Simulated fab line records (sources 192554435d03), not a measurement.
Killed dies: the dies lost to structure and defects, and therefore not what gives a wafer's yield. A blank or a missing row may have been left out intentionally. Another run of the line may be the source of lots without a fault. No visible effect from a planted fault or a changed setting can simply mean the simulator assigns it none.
fab line records -- flow n5_finfet
record: lots: 10, wafers: 30, last_day: 18
route steps=1938 shown BEOL_M1@817 BEOL_M2@841 BEOL_M4@1111 PASSIVATION@1936
lots that met no fault: taken from a fault-free run of the same line
start_h: the number of hours between the record's first day and the start of the first shown wafer of the lot -- wait_h: time in hours since the lot's previous step -- " identical to the entry in the row above -- L1.1+2: a row that stands for several wafers -- - no value, or no start was given -- * or withheld: withheld -- < > ~ a bound
route shown NAME@n: names a module that has steps shown in the file, with the first one's number in the route -- usual: mean/standard deviation taken from wafers without a fault -- same: alike in all rows -- chamber/n: place in a boat -- sites: the reading at each site -- _std_site: their standard deviation -- _edge_site: mean of outer sites minus mean of inner sites -- radius_mm: how far each site lies from the wafer's centre -- mask NAME#n: copy n -- behind: the tool/chamber that last shaped the wafer -- hold: reason for holding the lot/hours on hold/outcome of the hold -- device: names the non-switching transistor (n, p or np) -- end of line: tests run on the same wafers once the route is complete -- a step without rows: its recipe alone -- killed: dies that structure and defects cost at the first sort, which is not the same as the wafer's yield -- map: dies across one wafer; x = killed, . = not, _ = none there
set.NAME: the setting as run; set.NAME@STEP: as run at that earlier step -- model.NAME: the simulator's own value behind a step, which no gauge read
a sample of lots followed through the steps of the route, with each step as a table and each wafer as a row
services: from which hour (start_h, from the record's first day; less than 0 if before it) a tool's chamber was out of use, for how many hours, and why
== steps ==
step: N5_BEOL_M1_ANNEAL_80
recipe: temp_c: 400, time_s: 240, ambient: vacuum
usual: heater_power_w: 819/69
lot.wafer,tool,chamber,start_h,wait_h,heater_power_w
L542.2,pvd_sputter-02,-,137.87,0.0,719
L542.3,pvd_sputter-02,-,137.87,0.0,996
L542.4,pvd_sputter-02,-,137.87,0.0,840
L544.1,pvd_sputter-03,-,151.58,0.0,757
L544.2,pvd_sputter-03,-,151.58,0.0,786
L544.4,pvd_sputter-03,-,151.58,0.0,768
L546.1,pvd_sputter-02,-,166.32,0.0,724
L546.4,pvd_sputter-02,-,166.32,0.0,832
L546.5,pvd_sputter-02,-,166.32,0.0,789
L547.2,pvd_sputter-01,-,173.22,0.0,843
L547.4,pvd_sputter-01,-,173.22,0.0,827
L547.5,pvd_sputter-01,-,173.22,0.0,834
L548.3,pvd_sputter-02,-,173.28,0.0,805
L548.5,pvd_sputter-02,-,173.28,0.0,994
L548.6,pvd_sputter-02,-,173.28,0.0,833
L554.1,pvd_sputter-03,-,222.15,0.0,765
L554.3,pvd_sputter-03,-,222.15,0.0,766
L554.4,pvd_sputter-03,-,222.15,0.0,927
L560.1,pvd_sputter-03,-,251.57,0.0,912
L560.4,pvd_sputter-03,-,251.57,0.0,758
L560.6,pvd_sputter-03,-,251.57,0.0,779
L561.1,pvd_sputter-01,-,255.76,0.0,783
L561.5,pvd_sputter-01,-,255.76,0.0,782
L561.6,pvd_sputter-01,-,255.76,0.0,820
L562.3,pvd_sputter-02,-,257.91,0.0,717
L562.4,pvd_sputter-02,-,257.91,0.0,797
L562.5,pvd_sputter-02,-,257.91,0.0,779
L563.1,pvd_sputter-01,-,267.08,0.0,816
L563.3,pvd_sputter-01,-,267.08,0.0,778
L563.6,pvd_sputter-01,-,267.08,0.0,823
step: N5_BEOL_M1_ECD_50
recipe: material: Cu, target_thk_a: 3000
lot.wafer,tool,chamber,start_h,wait_h
L542.2+3+4,ecd_cu-02,"1,0,1",139.44,0.1
L544.1+2+4,ecd_cu-02,"0,1,0",153.15,0.1
L546.1+4+5,ecd_cu-01,"1,1,0",167.90,0.1
L547.2+4+5,ecd_cu-02,"0,1,0",174.80,0.1
L548.3+5+6,ecd_cu-01,"1,1,0",174.88,0.1
L554.1+3+4,ecd_cu-01,"1,0,1",223.73,0.1
L560.1+4+6,ecd_cu-02,1,253.14,0.1
L561.1+5+6,ecd_cu-02,"1,0,1",257.33,0.1
L562.3+4+5,ecd_cu-02,"0,1,0",259.51,0.1
L563.1+3+6,ecd_cu-02,"0,0,1",268.66,0.1
step: N5_BEOL_M1_CMP_52
recipe: stop_on: SiOC, t_overpolish_s: 6.8, down_force_psi: 1, platen_rpm: 50, clearing_platen_down_force_psi: 1.5, clearing_platen_rpm: 50, post_cmp_clean: cu_alkaline, target_thk_nm: 40, clearing_platen_pad_velocity_m_s: 0.99484, pad_velocity_m_s: 0.99484
usual: head_pressure_psi: 1.0000/0.0024, motor_current_A: 5.9/0.56, platen_rpm: 50.00/0.032, time_to_endpoint_s: 63/3.4
lot.wafer,tool,chamber,start_h,wait_h,head_pressure_psi,motor_current_A,platen_rpm,time_to_endpoint_s
L542.2,cmp-04,0,139.86,0.2,0.9993,4.9,50.01,60
L542.3,cmp-04,1,139.86,0.2,0.9993,5.1,49.95,63
L542.4,cmp-04,2,139.86,0.2,0.9958,6.7,49.98,63
L544.4,cmp-02,0,153.53,0.1,0.9994,5.8,49.99,61
L544.2,cmp-02,1,153.53,0.1,1.0045,5.8,49.99,91
L544.1,cmp-02,2,153.53,0.1,1.0000,5.8,49.99,54
L546.4,cmp-01,3,168.41,0.2,0.9968,7.1,49.96,69
L546.1,cmp-01,0,168.41,0.2,1.0006,6.5,49.97,69
L546.5,cmp-01,3,168.41,0.2,1.0017,6.8,49.97,70
L547.2,cmp-02,1,175.21,0.2,1.0014,6.1,50.00,59
L547.4,cmp-02,3,175.21,0.2,1.0002,6.0,49.99,85
L547.5,cmp-02,1,175.21,0.2,1.0017,5.8,49.98,61
L548.3,cmp-01,1,175.43,0.2,1.0023,5.2,50.00,62
L548.6,cmp-01,0,175.43,0.2,1.0052,6.8,49.96,69
L548.5,cmp-01,1,175.43,0.2,1.0022,5.3,49.99,63
L554.3,cmp-02,3,224.13,0.2,1.0053,6.1,50.06,61
L554.1,cmp-02,0,224.13,0.2,0.9949,5.8,50.09,63
L554.4,cmp-02,1,224.13,0.2,1.0036,6.1,50.04,64
L560.1,cmp-02,3,253.56,0.3,0.9988,6.1,49.99,61
L560.4,cmp-02,1,253.56,0.3,1.0004,5.7,49.98,60
L560.6,cmp-02,2,253.56,0.3,1.0014,5.8,50.01,57
L561.1,cmp-01,2,257.95,0.3,0.9993,5.6,50.03,64
L561.6,cmp-01,2,257.95,0.3,1.0013,6.4,49.98,56
L561.5,cmp-01,3,257.95,0.3,0.9983,6.5,50.03,67
L562.3,cmp-04,2,259.90,0.2,1.0050,6.7,49.97,57
L562.4,cmp-04,3,259.90,0.2,0.9962,5.6,50.00,61
L562.5,cmp-04,1,259.90,0.2,0.9979,5.2,50.01,65
L563.1,cmp-01,2,270.38,1.6,0.9985,6.0,49.99,61
L563.3,cmp-01,0,270.38,1.6,1.0039,6.4,50.00,73
L563.6,cmp-01,2,270.38,1.6,0.9994,5.8,50.00,63
step: N5_BEOL_M1_RS_MEAS_58
recipe: thk_meas_gauge: four-point-probe, reads: Co_of_BEOL_M1_CO_CAP_55+Cu_of_BEOL_M1_ECD_50+Co_of_BEOL_M1_CVD_47+TaN_of_BEOL_M1_ALD_84
usual: M1_RS: 0.66/0.034
lot.wafer,tool,chamber,start_h,wait_h,M1_RS[ohm/sq]
L542.2,film_metro-01,-,140.38,0.1,0.71
L542.3,film_metro-01,-,140.38,0.1,0.68
L542.4,film_metro-01,-,140.38,0.1,0.68
L544.1,film_metro-01,-,154.08,0.0,0.75
L544.2,film_metro-01,-,154.08,0.0,0.74
L544.4,film_metro-01,-,154.08,0.0,0.68
L546.1,film_metro-02,-,168.93,0.0,0.61
L546.4,film_metro-02,-,168.93,0.0,0.61
L546.5,film_metro-02,-,168.93,0.0,0.60
L547.2,film_metro-01,-,175.73,0.1,0.71
L547.4,film_metro-01,-,175.73,0.1,0.67
L547.5,film_metro-01,-,175.73,0.1,0.67
L548.3,film_metro-01,-,175.95,0.1,0.67
L548.5,film_metro-01,-,175.95,0.1,0.66
L548.6,film_metro-01,-,175.95,0.1,0.64
L554.1,film_metro-01,-,224.70,0.0,0.71
L554.3,film_metro-01,-,224.70,0.0,0.68
L554.4,film_metro-01,-,224.70,0.0,0.68
L560.1,film_metro-01,-,254.13,0.0,0.66
L560.4,film_metro-01,-,254.13,0.0,0.64
L560.6,film_metro-01,-,254.13,0.0,0.67
L561.1,film_metro-02,-,258.51,0.0,0.71
L561.5,film_metro-02,-,258.51,0.0,0.64
L561.6,film_metro-02,-,258.51,0.0,0.68
L562.3,film_metro-02,-,260.42,0.1,0.66
L562.4,film_metro-02,-,260.42,0.1,0.68
L562.5,film_metro-02,-,260.42,0.1,0.68
L563.1,film_metro-02,-,271.17,0.0,0.69
L563.3,film_metro-02,-,271.17,0.0,0.62
L563.6,film_metro-02,-,271.17,0.0,0.67
step: N5_BEOL_M2_ILD_DEP_00
recipe: material: SiOC, target_thk_a: 790, temp_c: 350, precursor: DEMS/O2, pressure_torr: 5, rf_w: 500, time_s: 15.3
usual: heater_power_w: 487/60, showerhead_plenum_p_Torr: 5.687/0.013, throttle_valve_pct: 11.8/0.81
lot.wafer,tool,chamber,start_h,wait_h,heater_power_w,showerhead_plenum_p_Torr,throttle_valve_pct
L542.2,pecvd-01,2,140.44,0.0,495,5.674,11.0
L542.3,pecvd-01,1,140.44,0.0,408,5.688,12.1
L542.4,pecvd-01,2,140.44,0.0,509,5.676,11.1
L544.1,pecvd-03,2,154.15,0.0,551,5.683,10.7
L544.2,pecvd-03,1,154.15,0.0,566,5.682,11.3
L544.4,pecvd-03,2,154.15,0.0,547,5.685,10.5
L546.1,pecvd-03,0,168.99,0.0,376,5.701,13.6
L546.4,pecvd-03,0,168.99,0.0,395,5.707,13.7
L546.5,pecvd-03,2,168.99,0.0,559,5.707,10.7
L547.2,pecvd-02,2,175.79,0.0,410,5.677,11.1
L547.4,pecvd-02,2,175.79,0.0,416,5.676,11.1
L547.5,pecvd-02,0,175.79,0.0,460,5.699,11.4
L548.3,pecvd-03,1,176.01,0.0,580,5.690,11.8
L548.5,pecvd-03,1,176.01,0.0,581,5.687,11.5
L548.6,pecvd-03,2,176.01,0.0,516,5.689,10.5
L554.1,pecvd-01,2,224.76,0.0,481,5.660,11.0
L554.3,pecvd-01,1,224.76,0.0,477,5.684,12.2
L554.4,pecvd-01,1,224.76,0.0,476,5.683,12.2
L560.1,pecvd-03,0,254.19,0.0,471,5.705,13.7
L560.4,pecvd-03,2,254.19,0.0,495,5.684,10.7
L560.6,pecvd-03,2,254.19,0.0,491,5.687,11.0
L561.1,pecvd-02,1,258.57,0.0,538,5.694,12.1
L561.5,pecvd-02,0,258.57,0.0,545,5.674,11.6
L561.6,pecvd-02,1,258.57,0.0,524,5.674,11.6
L562.3,pecvd-01,2,260.48,0.0,539,5.672,11.2
L562.4,pecvd-01,0,260.48,0.0,439,5.695,12.8
L562.5,pecvd-01,1,260.48,0.0,463,5.670,12.0
L563.1,pecvd-01,1,271.23,0.0,463,5.682,11.9
L563.3,pecvd-01,0,271.23,0.0,477,5.697,12.4
L563.6,pecvd-01,2,271.23,0.0,574,5.672,11.4
step: N5_BEOL_M4_RC_MEAS_101
usual: DIBL_N: 36.1/1.7, DIBL_P: 35.9/2.1, IOFF_N: 0.154/0.029, IOFF_P: 0.21/0.035, ION_N: 673/10, ION_P: 463/7.5, SS_N: 71.6/0.59, SS_P: 73.2/0.69, VT_N: 250.5/2.9, VT_P: -250/3.2
lot.wafer,tool,chamber,start_h,wait_h,DIBL_N[mV/V],DIBL_P[mV/V],IOFF_N[nA/um],IOFF_P[nA/um],ION_N[uA/um],ION_P[uA/um],SS_N[mV/dec],SS_P[mV/dec],VT_N[mV],VT_P[mV]
L542.2,prober-01,0,173.08,0.2,39.6,38.2,0.231,0.30,687,465,71.7,74.2,244.0,-247
L542.3,prober-01,0,173.08,0.2,37.8,35.8,0.185,0.25,672,468,72.2,74.4,250.5,-246
L542.4,prober-01,0,173.08,0.2,38.2,36.4,0.194,0.26,683,464,72.5,73.7,248.7,-247
L544.1,prober-01,0,199.89,0.0,36.0,36.4,0.148,0.21,673,468,71.7,73.7,253.1,-250
L544.2,prober-01,0,199.89,0.0,36.3,36.3,0.160,0.22,675,465,70.9,73.5,252.2,-247
L544.4,prober-01,0,199.89,0.0,38.3,39.3,0.189,0.27,690,474,71.7,74.4,247.2,-246
L547.2,prober-01,0,207.37,0.2,36.4,37.0,0.176,0.25,679,468,71.1,73.8,247.4,-247
L547.4,prober-01,0,207.37,0.2,33.6,34.0,0.135,0.20,673,466,70.8,72.3,251.4,-248
L547.5,prober-01,0,207.37,0.2,34.9,35.1,0.156,0.22,679,468,71.6,73.7,251.6,-248
L546.1,prober-02,0,212.08,0.0,35.8,35.7,0.138,0.22,664,461,71.4,72.8,252.6,-250
L546.4,prober-02,0,212.08,0.0,36.5,37.4,0.160,0.24,672,469,71.9,73.1,249.0,-248
L546.5,prober-02,0,212.08,0.0,36.2,37.3,0.155,0.24,674,466,72.1,72.9,246.5,-247
L548.3,prober-01,0,224.41,0.3,38.0,38.1,0.166,0.24,675,465,71.7,73.9,249.4,-245
L548.5,prober-01,0,224.41,0.3,37.1,36.7,0.147,0.21,674,466,71.3,73.9,251.3,-249
L548.6,prober-01,0,224.41,0.3,38.6,38.0,0.166,0.23,669,463,72.2,74.0,250.2,-248
L554.1,prober-01,0,268.87,0.0,35.6,35.8,0.148,0.21,668,462,71.5,73.6,250.8,-250
L554.3,prober-01,0,268.87,0.0,35.3,35.4,0.140,0.20,665,458,71.5,73.0,251.8,-250
L554.4,prober-01,0,268.87,0.0,36.7,36.4,0.151,0.20,661,454,72.3,72.6,250.6,-250
L561.1,prober-02,0,302.65,0.0,34.0,33.3,0.125,0.19,672,465,71.2,71.5,253.6,-254
L561.5,prober-02,0,302.65,0.0,32.3,32.1,0.120,0.19,676,475,70.9,72.4,250.4,-252
L561.6,prober-02,0,302.65,0.0,35.7,34.5,0.151,0.21,667,464,71.7,72.7,248.6,-251
L562.3,prober-02,0,306.34,0.3,36.1,34.5,0.143,0.21,668,466,70.9,72.8,252.3,-247
L562.4,prober-02,0,306.34,0.3,36.5,35.5,0.158,0.22,676,468,71.9,72.2,247.6,-249
L562.5,prober-02,0,306.34,0.3,35.0,33.4,0.135,0.19,677,474,71.2,72.3,251.1,-250
L560.1,prober-02,0,319.23,0.0,35.9,35.2,0.152,0.19,674,460,72.0,72.5,250.7,-249
L560.4,prober-02,0,319.23,0.0,36.0,34.9,0.143,0.19,679,467,72.0,72.0,252.1,-254
L560.6,prober-02,0,319.23,0.0,33.0,30.4,0.097,0.14,644,442,71.3,71.1,255.1,-257
L563.1,prober-01,0,321.65,0.0,36.1,37.7,0.164,0.21,686,467,72.1,73.4,250.2,-251
L563.3,prober-01,0,321.65,0.0,35.4,35.9,0.149,0.18,672,458,71.8,72.7,250.4,-250
L563.6,prober-01,0,321.65,0.0,36.3,37.1,0.156,0.19,677,461,71.9,72.5,249.8,-250
step: N5_PASSIVATION_PROBE_49
usual: defect_limited_yield: 91.3/1.4, killed_at_M0_to_M3: 34/9.2, killed_at_M4_up: 13/5.3, killed_at_contacts: 12/6, killed_at_front_end: 39/12, killed_at_other: 4/3.3, killed_dies: 102/17, killed_open: 67/12, killed_short: 34/7.4, sort_bin_5_function: 5.1/1, sort_bin_6_memory: 3.2/0.6, sort_n_pass: 1078/17, sort_yield_pct: 91.3/1.4
same: gross_dies: 1180, killed_at_back_side: 0, sort_bin_4_leakage[%]: 0, sort_bin_8_speed[%]: 0
lot.wafer,tool,chamber,start_h,wait_h,defect_limited_yield[%],killed_at_M0_to_M3,killed_at_M4_up,killed_at_contacts,killed_at_front_end,killed_at_other,killed_dies,killed_open,killed_short,sort_bin_5_function[%],sort_bin_6_memory[%],sort_n_pass,sort_yield_pct[%]
L547.2,prober-01,-,316.87,0.1,90.4,41,13,14,40,5,113,78,32,6.3,3.0,1067,90.4
L547.4,prober-01,-,316.97,0.2,92.1,34,12,3,44,0,93,67,26,4.9,2.8,1087,92.1
L547.5,prober-01,-,317.02,0.3,90.2,48,14,9,45,0,116,74,42,5.9,3.6,1064,90.2
killed by level:class
L547.2 MOL_CONTACT_COAG:geometric_particle:open=13 STI_FIN_REVEAL:geometric_particle:open=11 BEOL_M2:geometric_particle:open=9 BEOL_M0_SAQP:geometric_particle:open=8 BEOL_M2:geometric_particle:short=6 BEOL_M0_SAQP:geometric_particle:short=5 BEOL_M3:geometric_particle:open=5 BEOL_M4:geometric_particle:open=5
L547.4 STI_FIN_REVEAL:geometric_particle:open=19 BEOL_M0_SAQP:geometric_particle:open=8 BEOL_M2:geometric_particle:open=8 BEOL_M0_SAQP:geometric_particle:short=6 FIN_SAQP:geometric_particle:open=4 FIN_SAQP:geometric_particle:short=4 BEOL_M8:geometric_particle:open=4 DUMMY_GATE:geometric_particle:short=3
L547.5 STI_FIN_REVEAL:geometric_particle:open=22 BEOL_M0_SAQP:geometric_particle:short=18 BEOL_M0_SAQP:geometric_particle:open=10 MOL_CONTACT_COAG:geometric_particle:open=7 BEOL_M1:geometric_particle:open=7 STI_FIN_REVEAL:geometric_particle:short=5 BEOL_M3:geometric_particle:open=4 GATE_CUT:geometric_particle:short=4
== services ==
tool,chamber,start_h,hours,kind
cmp-04,-,119.12,2.0,repair
pecvd-01,1,124.36,5.0,scheduled_down
cmp-02,-,132.15,1.1,repair
pecvd-03,-,136.01,2.8,pm
pecvd-02,-,144.95,2.8,pm
pecvd-02,1,161.14,2.1,scheduled_down
pecvd-01,1,164.35,20.2,repair
cmp-01,-,176.62,2.9,repair
pvd_sputter-01,-,182.92,8.3,repair
ecd_cu-01,-,210.21,0.5,repair
pecvd-03,0,227.00,-,calibration
cmp-04,-,231.82,1.6,repair
cmp-02,-,233.52,6.2,pm
pecvd-03,1,250.46,5.5,scheduled_down
pecvd-02,2,251.26,2.1,scheduled_down
cmp-02,-,256.17,4.0,pm
cmp-02,-,260.17,-,consumable_replace:conditioner
cmp-02,-,260.17,-,consumable_replace:pad
cmp-04,-,266.31,4.0,pm
cmp-04,-,270.31,-,consumable_replace:conditioner
cmp-04,-,270.31,-,consumable_replace:pad
== key ==
first_sign: step: N5_BEOL_M1_CMP_52, reading: time_to_endpoint_s, direction: up, sigmas: 7.3, usual: *, struck: *
effect none on later readings
met_at N5_BEOL_M1_ECD_50
struck_lots L544,L547
struck_wafers L544.2,L547.4
not_acting_at N5_BEOL_M1_ANNEAL_80,N5_BEOL_M1_RS_MEAS_58,N5_BEOL_M2_ILD_DEP_00
onset_between 139.44 153.15
fault: kind: process_parameter_drift, tool: ecd_cu-02, chamber: 1, onset_h: 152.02, steps: N5_BEOL_M1_ECD_50, channel: target_thk_a, offset: *, shape: step, end_h: 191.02, acts_in: *, stated: *
